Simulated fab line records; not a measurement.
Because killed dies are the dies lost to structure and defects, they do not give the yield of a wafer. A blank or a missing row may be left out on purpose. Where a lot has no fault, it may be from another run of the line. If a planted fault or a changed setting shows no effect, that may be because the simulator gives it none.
Which tool did it? | flow n5Finfet | 10 lots with 30 wafers sampled at 3 steps, on a route of 1938 steps

## WHAT EACH GAUGE READ, for each wafer
N5_BEOL_M13_INSPECT_12: inspects for defects (macro).
lot  | measured     | on               | rawDefectCount
L723 | day 11 21:14 | defectInspect-01 | 3 5 2
L726 | day 14 05:22 | defectInspect-02 | 2 1 2
L731 | day 15 20:11 | defectInspect-01 | 1 3 0
L732 | day 16 04:14 | defectInspect-02 | 2 4 2
L733 | day 16 16:59 | defectInspect-02 | 243 1 2
L736 | day 16 17:20 | defectInspect-02 | 1 230 6
L725 | day 16 23:58 | defectInspect-02 | 1 5 2
L737 | day 18 04:48 | defectInspect-02 | 1 0 2
L741 | day 18 05:10 | defectInspect-02 | 0 3 5
L746 | day 18 18:36 | defectInspect-01 | 5 1 3

## WHAT TOOL EACH LOT RAN ON (gives the tool, then ch and the chambers of the sampled wafers, and finally the start)
lot  | N5_BEOL_M12_DEP_53              | N5_BEOL_M13_ILD_DEP_00
L723 | pecvd-03 ch 0,1,2, day 11 20:36 | pecvd-01 ch 0,1, day 11 20:44
L726 | pecvd-03 ch 0,1,2, day 14 04:45 | pecvd-03 ch 0,1,2, day 14 04:55
L731 | pecvd-02 ch 0,2, day 15 19:32   | pecvd-03 ch 0,1,2, day 15 19:40
L732 | pecvd-03 ch 0,2, day 16 03:13   | pecvd-01 ch 0,1, day 16 03:20
L733 | pecvd-03 ch 0,1, day 16 16:21   | pecvd-01 ch 0,1,2, day 16 16:29
L736 | pecvd-02 ch 0,2, day 16 16:43   | pecvd-01 ch 0,1,2, day 16 16:50
L725 | pecvd-02 ch 0,2, day 16 23:12   | pecvd-03 ch 0,1,2, day 16 23:19
L737 | pecvd-01 ch 0,2, day 18 04:10   | pecvd-03 ch 1,2, day 18 04:17
L741 | pecvd-01 ch 1,2, day 18 04:26   | pecvd-04 ch 0,1, day 18 04:40
L746 | pecvd-03 ch 1,2, day 18 17:50   | pecvd-03 ch 0,1, day 18 17:58
- N5_BEOL_M12_DEP_53: deposits SiCN from 3MS/NH3, target thk 30 nm, time 10.5 s.
- N5_BEOL_M13_ILD_DEP_00: deposits SiOC from DEMS/O2, target thk 837.92 nm, time 166.4 s.

## THE ANSWER, worked out from the rows above alone
Rule: what is usual is taken from the lots themselves. The widest of any qualifying gaps counts: lots, ordered by their means at a reading, are off when they make up no more than a third of the lots, leave a main group of 4 or more, and stand apart from it by 3 or more times the standard deviation of that group's means. If all means in a main group match to the digits the tables above print for the reading, that group is not used. Also off: a lot with no number at a reading for which 4 or more lots have one. Where the step has rows for the other lots, those lots are counted as sound.
Off: L733, L736 (N5_BEOL_M13_INSPECT_12, rawDefectCount). The main group: mean 2.3, standard deviation 0.79.
If a tool, at a process step before that reading, ran all the lots that are off and no sound lot after the first of them, it fits. Those tools and the gauges at N5_BEOL_M13_INSPECT_12 are tried in the same way. One candidate fits, namely pecvd-01 at N5_BEOL_M13_ILD_DEP_00. A fault onset in the window from L732 (day 16 03:20, its last sound lot) to L733 (day 16 16:29, its first lot off) fits.

## WHAT THE SIMULATOR HAD INSERTED
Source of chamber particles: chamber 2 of pecvd-01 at N5_BEOL_M13_ILD_DEP_00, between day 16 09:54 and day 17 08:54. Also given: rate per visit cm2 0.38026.
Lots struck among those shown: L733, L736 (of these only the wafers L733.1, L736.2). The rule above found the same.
